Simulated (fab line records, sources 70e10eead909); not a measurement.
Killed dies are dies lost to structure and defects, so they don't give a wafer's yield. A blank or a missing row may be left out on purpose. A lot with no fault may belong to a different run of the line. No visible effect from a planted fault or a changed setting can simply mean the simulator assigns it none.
A lot that was struck, set against a sound lot | flow nand-harc | 39 out of 1302 route steps
Sound: these wafers, L942.1, L942.2, L942.6. Wafers struck: L937.4, L937.6. The cause is given at the end.
Per side, at each step with rows, come the tool, then ch with its chambers, and then its first start. Under that, the readings that differ: sound wafers | struck wafers | difference of the means | sigmas: that difference in standard deviations of wafers without a fault.
alike: readings with means less than 2 such deviations apart, plus words and numbers identical on both sides. not compared: withheld readings, readings lacking a value on some wafer, bounds such as >300 that could conceal the same value, and numbers that have no deviation in the record and whose values overlap.
The two part at a step that has a row with sigmas, a row that says differs or no value, or rows on one side only. Numbers that have no deviation but don't overlap get no sigmas and don't part them. A reading that every wafer of one side lacks parts them only if that side has two wafers or more.

first, 10 steps without rows for these wafers: NHARC_A_CHANNEL_HOLE_D2_DEP_00 (deposits aC, target thk 3100 nm); NHARC_A_CHANNEL_HOLE_D2_DEP_01 (deposits SiON, target thk 140 nm); NHARC_A_CHANNEL_HOLE_D2_DEHYDRATE_02 (time 120 s); NHARC_A_CHANNEL_HOLE_D2_HMDS_03 (time 30 s); NHARC_A_CHANNEL_HOLE_D2_COAT_36 (time 75 s); NHARC_A_CHANNEL_HOLE_D2_COAT_37 (time 65 s); NHARC_A_CHANNEL_HOLE_D2_COAT_04 (resist thk 90 nm); NHARC_A_CHANNEL_HOLE_D2_SOFTBAKE_05 (time 55 s); NHARC_A_CHANNEL_HOLE_D2_EBR_06; NHARC_A_CHANNEL_HOLE_D2_EXPOSE_07 (exposes mask HOLE D2, target cd 100 nm).
NHARC_A_CHANNEL_HOLE_D2_PEB_08: peb time 65 s.
  sound on litho-track-01 ch 0, day 21 01:35; struck on litho-track-06 ch 0, day 19 07:39
  reading                  | sound             | struck      | difference | sigmas
  heater-power-total-W (W) | 157.0 156.8 157.0 | 187.6 188.2 | +31.0      | +76
then, 1 step without rows for these wafers: NHARC_A_CHANNEL_HOLE_D2_DEVELOP_09 (develop time 35 s).
NHARC_A_CHANNEL_HOLE_D2_CD_MEAS_10: the cd target is 100 nm.
  sound on cd-sem-02 ch 0, day 21 01:40; struck on cd-sem-02 ch 0
  reading    | sound           | struck    | difference | sigmas
  cd-nm (nm) | 100.2 99.8 99.9 | 89.8 90.4 | -9.9       | -20
  not compared: hold
NHARC_A_CHANNEL_HOLE_D2_OVL_MEAS_11:
  sound on overlay-01, day 21 01:46; struck on overlay-02, day 19 08:59
  reading | sound | struck                                            | difference                   | sigmas
  hold    | - - - | await-dispo/1.0h/release await-dispo/1.0h/release | no value on the sound wafers |
  alike: overlay-x-nm, overlay-y-nm
NHARC_A_CHANNEL_HOLE_D2_DESCUM_15: chemistry O2, time 3 s.
  sound on rie-diel-09 ch 0,2,3, day 21 01:52; struck on rie-diel-08 ch 2, day 19 09:05
  reading                            | sound           | struck      | difference | sigmas
  drypump-motor-current-A (A)        | 4.9 5.2 6.3     | 6.7 6.7     | +1.2       | +2
  model.A_CHANNEL_HOLE_D2.cd-nm (nm) | 99.41 99.63 100 | 90.22 90.47 | -9.33      |
  alike: oes-product-au, rf-vpp-V, showerhead-plenum-p-Torr, throttle-valve-pct
  not compared: rf-hours-counter-h
then, 4 steps without rows for these wafers: NHARC_A_CHANNEL_HOLE_D2_ETCH_38 (etches the open film in CF4, target depth 39 nm, time 65 s); NHARC_A_CHANNEL_HOLE_D2_ETCH_39 (etches the open film in N2/H2, target depth 260 nm, time 325 s); NHARC_A_CHANNEL_HOLE_D2_ETCH_34 (etches the open film in CF4/CHF3, target depth 154 nm, time 77 s); NHARC_A_CHANNEL_HOLE_D2_ETCH_16 (etches the open film in O2/COS, target depth 3100 nm, time 806 s).
NHARC_A_CHANNEL_HOLE_D2_CD_MEAS_18:
  sound on cd-sem-01, day 21 02:58; struck on cd-sem-02, day 19 10:23
  reading    | sound             | struck    | difference | sigmas
  cd-nm (nm) | 100.6 100.0 100.9 | 89.6 89.1 | -11.2      | -5
  not compared: hold
then, 11 steps without rows for these wafers: NHARC_A_CHANNEL_HOLE_D2_ETCH_20 (etches the open film in C4F8/O2/Ar, time 361.9 s, target depth 1600 nm); NHARC_A_CHANNEL_HOLE_D2_ETCH_21 (etches the open film in C4F8/O2/Ar, time 514.3 s, target depth 1600 nm); NHARC_A_CHANNEL_HOLE_D2_ETCH_22 (etches the open film in C4F8/O2/Ar, time 666.7 s, target depth 1600 nm); NHARC_A_CHANNEL_HOLE_D2_ETCH_23 (etches the open film in C4F8/O2/Ar, time 819 s, target depth 1600 nm); NHARC_A_CHANNEL_HOLE_D2_ETCH_24 (etches the open film in C4F8/O2/Ar, time 906.2 s, target depth 1500 nm); NHARC_A_CHANNEL_HOLE_D2_ETCH_25 (etches the open film in C4F8/O2/Ar, time 1040.2 s, target depth 1500 nm); NHARC_A_CHANNEL_HOLE_D2_ETCH_26 (etches the open film in C4F8/O2/Ar, time 224.1 s, target depth 300 nm); NHARC_A_CHANNEL_HOLE_D2_ETCH_27 (etches the open film in C4F8/O2/Ar, time 90 s, target depth 400 nm); NHARC_A_CHANNEL_HOLE_D2_STRIP_41 (strips in N2/H2); NHARC_A_CHANNEL_HOLE_D2_STRIP_42 (strips in CF4/CHF3); NHARC_A_CHANNEL_HOLE_D2_STRIP_43 (strips in O2/COS).
NHARC_A_CHANNEL_HOLE_D2_ETCH_44: etches the open film in CF4/O2, target depth 140 nm, overetch 14 nm, time 77 s.
  sound on rie-diel-09 ch 0,2, day 21 10:11; struck on rie-diel-09 ch 0,1, day 19 22:16
  reading                            | sound             | struck      | difference | sigmas
  model.A_CHANNEL_HOLE_D2.cd-nm (nm) | 90.27 90.79 92.82 | 80.06 81.78 | -10.37     |
  alike: drypump-motor-current-A, oes-product-au, rf-vpp-V, showerhead-plenum-p-Torr, throttle-valve-pct
  not compared: rf-hours-counter-h
then, 3 steps without rows for these wafers: NHARC_A_CHANNEL_HOLE_D2_STRIP_28 (strips in O2); NHARC_A_CHANNEL_HOLE_D2_PRECLEAN_29 (cleans in SC1); NHARC_A_CHANNEL_HOLE_D2_SRD_30.
NHARC_A_CHANNEL_HOLE_D2_CD_MEAS_31:
  sound on cd-sem-02, day 21 10:59; struck on cd-sem-02, day 20 05:56
  reading    | sound          | struck    | difference | sigmas
  cd-nm (nm) | 91.0 90.1 92.1 | 79.4 82.0 | -10.4      | -8
  not compared: hold
NHARC_A_CHANNEL_HOLE_D2_XSEM_32:
  sound on xsem-02 ch 0, day 21 11:05; struck on xsem-02 ch 0, day 20 07:52
  reading        | sound          | struck                                            | difference                   | sigmas
  hold           | - - -          | await-dispo/1.8h/release await-dispo/1.8h/release | no value on the sound wafers |
  bot-cd-nm (nm) | 75.5 76.0 76.5 | 63.7 66.1                                         | -11.1                        | -8
  bow-nm (nm)    | 8.08 8.06 7.98 | 9.09 9.05                                         | +1.03                        | +4
  alike: tilt-deg
-- jump in the record: it breaks off in module A_CHANNEL_HOLE_D2 and resumes in module END (first step shown: number 1301 of the route), and 10 days separate the struck wafers' starts before and after --
NHARC_END_WLT_00:
  sound on prober-02, day 31 22:04; struck on prober-01, day 30 08:10
  reading                           | sound             | struck      | difference | sigmas
  VT_DECK2_BOTTOM                   | 0.868 0.867 0.878 | 0.838 0.843 | -0.030     | -4
  VT_DECK2_BOTTOM_INNER             | 0.880 0.872 0.883 | 0.835 0.844 | -0.039     | -5
  VT_DECK2_MEDIAN_NEAR_BOTTOM       | 0.877 0.876 0.878 | 0.838 0.846 | -0.035     | -5
  VT_DECK2_MEDIAN_NEAR_BOTTOM_INNER | 0.878 0.886 0.877 | 0.828 0.845 | -0.044     | -6
  VT_DECK2_MIDDLE                   | 0.888 0.897 0.883 | 0.851 0.854 | -0.037     | -6
  VT_DECK2_MIDDLE_INNER             | 0.893 0.891 0.892 | 0.856 0.855 | -0.037     | -6
  VT_DECK2_TOP                      | 0.899 0.897 0.896 | 0.868 0.861 | -0.033     | -5
  VT_DECK2_TOP_INNER                | 0.899 0.899 0.895 | 0.861 0.869 | -0.033     | -5
  alike: VT_DECK1_BOTTOM, VT_DECK1_BOTTOM_INNER, VT_DECK1_MEDIAN_NEAR_BOTTOM, VT_DECK1_MEDIAN_NEAR_BOTTOM_INNER, VT_DECK1_MIDDLE, VT_DECK1_MIDDLE_INNER, VT_DECK1_TOP, VT_DECK1_TOP_INNER
NHARC_END_SORT_01:
  here the record holds rows for the struck wafers (prober-01 ch 0, day 30 12:06) but none for the sound ones

== WHERE THEY PART ==
Last at NHARC_END_SORT_01 as far as this record goes, first at NHARC_A_CHANNEL_HOLE_D2_PEB_08.

WHY: what the simulator had put in
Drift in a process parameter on litho-track-06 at NHARC_A_CHANNEL_HOLE_D2_PEB_08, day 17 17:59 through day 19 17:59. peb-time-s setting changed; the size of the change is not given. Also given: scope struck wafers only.
